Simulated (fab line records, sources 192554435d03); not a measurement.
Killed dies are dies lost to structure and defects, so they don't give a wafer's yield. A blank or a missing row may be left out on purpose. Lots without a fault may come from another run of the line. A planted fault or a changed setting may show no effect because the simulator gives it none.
A struck lot beside a sound one | flow n5_finfet | 27 steps out of a route of 1938
Sound: wafers L479.2, L479.3, L479.4. Struck: wafer L480.3. (L480.1, L480.6 of the same lot were not struck and are left out.) The cause comes at the end.
At each step with rows: each side's tool, then ch and its chambers, then its first start. Under that, the readings that differ: sound wafers | struck wafers | difference of the means | sigmas: that difference in standard deviations of wafers without a fault.
alike: readings whose means differ by less than 2 such deviations, and words and numbers that are the same on both sides. not compared: withheld readings, readings that some wafer has no value for, bounds like >300 that may hide the same value, and numbers for which the record gives no deviation and whose values overlap.
The two part at a step that has a row with sigmas, a row that says differs or no value, or rows on one side only. Numbers that don't overlap but have no deviation are shown without sigmas and don't part them. A reading that every wafer of one side lacks parts them only if that side has two wafers or more.

first, 9 steps without rows for these wafers: N5_DUMMY_GATE_COAT_34 (time 60 s, resist thk 60 nm); N5_DUMMY_GATE_COAT_35 (time 60 s, resist thk 10 nm); N5_DUMMY_GATE_COAT_28 (time 60 s, resist thk 10 nm); N5_DUMMY_GATE_COAT_09 (resist thk 30 nm); N5_DUMMY_GATE_EBR_11; N5_DUMMY_GATE_SOFTBAKE_10 (time 60 s); N5_DUMMY_GATE_EXPOSE_12 (exposes mask GATE, target cd 25 nm); N5_DUMMY_GATE_PEB_13 (peb time 60 s); N5_DUMMY_GATE_DEVELOP_14 (develop time 30 s).
N5_DUMMY_GATE_DESCUM_20: chemistry O2, time 6.2 s.
  sound on rie_diel-02 ch 1,2,3, day 5 03:34; struck on rie_diel-02 ch 1, day 5 07:09
  reading                                         | sound          | struck | difference | sigmas
  model.CAR-EUV_of_DUMMY_GATE_COAT_09.thk_nm (nm) | 26.6 26.4 26.6 | 25.6   | -0.9       |
  alike: drypump_motor_current_A, oes_product_au, rf_vpp_V, showerhead_plenum_p_Torr, throttle_valve_pct
  not compared: rf_hours_counter_h
then, 1 step without rows for these wafers: N5_DUMMY_GATE_ETCH_29 (etches underlayer in N2/H2, target depth 13 nm).
N5_DUMMY_GATE_ETCH_36: etches SiARC in CF4, target depth 13 nm.
  sound on rie_diel-02 ch 1,2,3, day 5 03:40; struck on rie_diel-02 ch 1, day 5 07:16
  reading                                         | sound          | struck | difference | sigmas
  model.CAR-EUV_of_DUMMY_GATE_COAT_09.thk_nm (nm) | 11.6 11.2 11.2 | 10.2   | -1.1       |
  alike: drypump_motor_current_A, oes_product_au, rf_vpp_V, showerhead_plenum_p_Torr, throttle_valve_pct
  not compared: rf_hours_counter_h
then, 11 steps without rows for these wafers: N5_DUMMY_GATE_ETCH_37 (etches SOC in N2/H2, target depth 60 nm, overetch 30 nm); N5_DUMMY_GATE_STRIP_38 (strips in N2/H2); N5_DUMMY_GATE_STRIP_39 (strips in N2/H2); N5_DUMMY_GATE_TRIM_49 (chemistry O2, time 29 s, target cd 14 nm); N5_DUMMY_GATE_STRIP_40 (strips in CF4); N5_DUMMY_GATE_ETCH_31 (etches SiO2 in C4F6/O2, target depth 82.5 nm, time 27.5 s); N5_DUMMY_GATE_STRIP_41 (strips in O2); N5_DUMMY_GATE_HM_OPEN_21 (chemistry CH3F/O2, target SiNx, target depth 120 nm, time 171.4 s); N5_DUMMY_GATE_ETCH_32 (etches SiO2 in CF4, target depth 3.5 nm, time 3.9 s); N5_DUMMY_GATE_ETCH_23 (etches poly-Si in HBr/Cl2/O2, target depth 41 nm, time 22.3 s); N5_DUMMY_GATE_ETCH_44 (etches poly-Si in HBr/O2, stops on SiO2, target depth 127.5 nm).
N5_DUMMY_GATE_ETCH_42: etches SiO2 in CHF3/O2, target depth 3.5 nm, time 31 s.
  sound on rie_diel-02 ch 0,1,3, day 5 04:30; struck on rie_diel-06 ch 1, day 5 08:05
  reading                     | sound          | struck | difference | sigmas
  model.DUMMY_GATE.cd_nm (nm) | 15.2 15.2 14.8 | 14.6   | -0.5       |
  alike: drypump_motor_current_A, oes_f_703_au, oes_product_au, rf_vpp_V, showerhead_plenum_p_Torr, throttle_valve_pct
  not compared: rf_hours_counter_h
then, 1 step without rows for these wafers: N5_DUMMY_GATE_STRIP_48 (strips in N2/H2, time 20 s).
-- the record jumps here: 5 days lie between the struck wafers' starts before and after (it left off in module DUMMY_GATE and takes up again in module BEOL_M4, whose first step shown is number 1111 of the route) --
N5_BEOL_M4_RC_MEAS_101:
  sound on prober-01 ch 0, day 9 21:16; struck on prober-02 ch 0, day 9 23:55
  reading       | sound          | struck | difference | sigmas
  SS_N (mV/dec) | 72.3 71.9 72.5 | 71.0   | -1.2       | -2
  alike: DIBL_N, DIBL_P, IOFF_N, IOFF_P, ION_N, ION_P, SS_P, VT_N, VT_P
-- the record jumps here: 4 days lie between the struck wafers' starts before and after (it left off in module BEOL_M4 and takes up again in module PASSIVATION, whose first step shown is number 1936 of the route) --
N5_PASSIVATION_PROBE_49:
  the record has rows for the struck wafers here (prober-02, day 14 09:26) and none for the sound ones

WHERE THEY PART
First at N5_BEOL_M4_RC_MEAS_101; last, within this record, at N5_PASSIVATION_PROBE_49.

WHY: what the simulator had put in
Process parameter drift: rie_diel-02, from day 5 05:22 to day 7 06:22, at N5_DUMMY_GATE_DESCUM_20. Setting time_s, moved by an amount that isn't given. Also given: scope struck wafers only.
